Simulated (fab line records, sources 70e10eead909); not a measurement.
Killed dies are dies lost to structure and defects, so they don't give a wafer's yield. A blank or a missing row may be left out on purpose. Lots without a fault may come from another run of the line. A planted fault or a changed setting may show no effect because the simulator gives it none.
Chamber matching | flow nand_harc | NHARC_A_STAIRCASE_ETCH_188 on rie_diel-13: 4 sister chambers
The step etches the open film in C4F8/O2, target depth 100 nm, time 40.5 s. 7 wafers are shown with their chamber, then 7 later ones without.

WAFERS WITH THEIR CHAMBER
wafer  | chamber | rf_vpp_V (V) | oes_product_au (a.u.)
L721.2 | 0       | 904          | 0.944
L728.2 | 3       | 892          | 0.939
L730.1 | 3       | 892          | 0.966
L730.2 | 2       | 898          | 0.975
L730.4 | 1       | 897          | 0.952
L733.1 | 1       | 898          | 0.941
L733.4 | 2       | 898          | 0.953

WAFERS WITHOUT THEIR CHAMBER
wafer  | rf_vpp_V (V) | oes_product_au (a.u.)
L733.6 | 894          | 0.955
L732.1 | 897          | 0.932
L732.3 | 893          | 0.930
L732.6 | 906          | 0.952
L734.1 | 899          | 0.934
L734.4 | 904          | 0.947
L738.3 | 898          | 0.941

WHICH CHAMBER EACH WENT THROUGH
wafer  | from the rows above     | in truth
L733.6 | 3                       | 3
L732.1 | can't be placed: 1 or 2 | 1
L732.3 | 3                       | 3
L732.6 | 0                       | 0
L734.1 | can't be placed: 2 or 1 | 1
L734.4 | 0                       | 0
L738.3 | can't be placed: 1 or 2 | 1
Placed correctly: 4 of 7. Can't be placed from these rows: 3 (the true chamber is among the candidates in 3). Placed wrongly: 0.
How it was worked out, from the rows above alone: a wafer's distance from a chamber is the root of the sum, over the readings, of the square of ((its reading less the chamber's mean) divided by the reading's scatter). The wafer belongs to the nearest chamber; if the next one is less than 2 further off, it can't be placed. A chamber's mean is the mean of its shown wafers. The scatter: the root of (the sum of the squares of (reading less its chamber's mean) over the shown wafers, divided by (wafers less chambers)).
